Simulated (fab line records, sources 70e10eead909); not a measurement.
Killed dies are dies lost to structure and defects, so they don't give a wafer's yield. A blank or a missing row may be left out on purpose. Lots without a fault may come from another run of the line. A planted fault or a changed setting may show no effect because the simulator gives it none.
Chamber matching | flow nand_harc | NHARC_A_SLIT_ETCH_29 on rie_diel-07: 4 sister chambers
The step etches the open film in CF4/O2, target depth 100 nm, overetch 10 nm, time 55 s. 14 wafers are shown with their chamber, then 7 later ones without.

WAFERS WITH THEIR CHAMBER
wafer  | chamber | showerhead_plenum_p_Torr (Torr) | drypump_motor_current_A (A) | oes_product_au (a.u.)
L077.1 | 1       | 1.329                           | 5.6                         | 0.989
L077.3 | 0       | 1.294                           | 5.8                         | 1.005
L077.5 | 2       | 1.334                           | 5.2                         | 1.001
L079.1 | 0       | 1.295                           | 5.8                         | 1.002
L079.2 | 1       | 1.329                           | 5.7                         | 0.995
L079.3 | 2       | 1.334                           | 5.2                         | 1.011
L081.4 | 2       | 1.334                           | 5.2                         | 1.013
L081.5 | 2       | 1.334                           | 5.2                         | 1.005
L081.6 | 3       | 1.288                           | 6.7                         | 1.006
L082.3 | 1       | 1.328                           | 5.6                         | 0.994
L082.4 | 0       | 1.294                           | 5.8                         | 1.003
L082.6 | 0       | 1.293                           | 5.8                         | 0.998
L083.2 | 0       | 1.294                           | 5.8                         | 1.003
L083.3 | 1       | 1.328                           | 5.6                         | 0.994

SIGNATURES (means of the wafers above)
reading                  | chamber 0 | chamber 1 | chamber 2 | chamber 3 | scatter within a chamber
showerhead_plenum_p_Torr | 1.29400   | 1.32850   | 1.33400   | 1.28800   | 0.000548
drypump_motor_current_A  | 5.800     | 5.625     | 5.200     | 6.700     | 0.0274
oes_product_au           | 1.00220   | 0.99300   | 1.00750   | 1.00600   | 0.00374
Rule: a wafer's distance from a chamber is the root of the sum, over the readings, of the square of ((its reading less the chamber's mean) divided by the reading's scatter). The wafer belongs to the nearest chamber; if the next one is less than 2 further off, it can't be placed. The scatter: the root of (the sum of the squares of (reading less its chamber's mean) over the shown wafers, divided by (wafers less chambers)).

WAFERS WITHOUT THEIR CHAMBER
wafer  | showerhead_plenum_p_Torr (Torr) | drypump_motor_current_A (A) | oes_product_au (a.u.)
L083.4 | 1.334                           | 5.2                         | 1.005
L094.1 | 1.332                           | 5.2                         | 1.004
L094.3 | 1.293                           | 5.8                         | 0.994
L094.5 | 1.327                           | 5.7                         | 1.001
L097.2 | 1.327                           | 5.6                         | 1.004
L097.3 | 1.332                           | 5.2                         | 1.009
L097.6 | 1.287                           | 6.7                         | 1.015

WHICH CHAMBER EACH WENT THROUGH
wafer  | from the rows above | in truth
L083.4 | 2                   | 2
L094.1 | 2                   | 2
L094.3 | 0                   | 0
L094.5 | 1                   | 1
L097.2 | 1                   | 1
L097.3 | 2                   | 2
L097.6 | 3                   | 3
Placed correctly: 7 of 7. Can't be placed from these rows: 0. Placed wrongly: 0.
